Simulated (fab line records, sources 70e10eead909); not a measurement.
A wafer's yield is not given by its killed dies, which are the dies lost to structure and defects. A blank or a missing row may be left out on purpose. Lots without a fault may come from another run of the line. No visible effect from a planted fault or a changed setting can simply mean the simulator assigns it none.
Matching of chambers | flow nand-harc | 3 sister chambers for NHARC_A_STAIRCASE_DEP_280 on pecvd-03
The step deposits SiON, target thk 30 nm. 3 wafers are shown with their chamber, then 8 later ones without.

EACH WAFER AND ITS CHAMBER
wafer  | chamber | heater-power-w (W)
L961.1 | 1       | 700
L961.4 | 0       | 657
L962.2 | 2       | 780

WAFERS MISSING THEIR CHAMBER
wafer  | heater-power-w (W)
L962.4 | 763
L962.6 | 796
L973.4 | 745
L973.5 | 732
L973.6 | 655
L976.2 | 575
L976.3 | 666
L976.6 | 717

WHICH CHAMBER EACH WENT THROUGH
wafer  | from the rows above          | in truth
L962.4 | can't be placed: 2 or 1      | 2
L962.6 | 2                            | 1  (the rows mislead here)
L973.4 | can't be placed: 2 or 1 or 0 | 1
L973.5 | can't be placed: 1 or 2 or 0 | 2
L973.6 | can't be placed: 0 or 1      | 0
L976.2 | can't be placed: 0 or 1      | 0
L976.3 | can't be placed: 0 or 1      | 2
L976.6 | can't be placed: 1 or 0 or 2 | 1
Correct placement for 0 of the 8. Can't be placed from these rows: 7 (the true chamber is among the candidates in 6). Wrongly placed: 1.
How it was worked out, from the rows above alone: a wafer's distance from a chamber is the root of the sum, over the readings, of the square of ((its reading less the chamber's mean) divided by the reading's scatter). If the next closest chamber is less than 2 further off than the closest, the wafer can't be placed; otherwise it belongs to the closest. For every chamber, the mean is computed from those of its wafers that are shown. The scatter (one wafer shown for each chamber): square how far every hidden wafer sits from the nearest shown wafer, average those squares and take the square root.
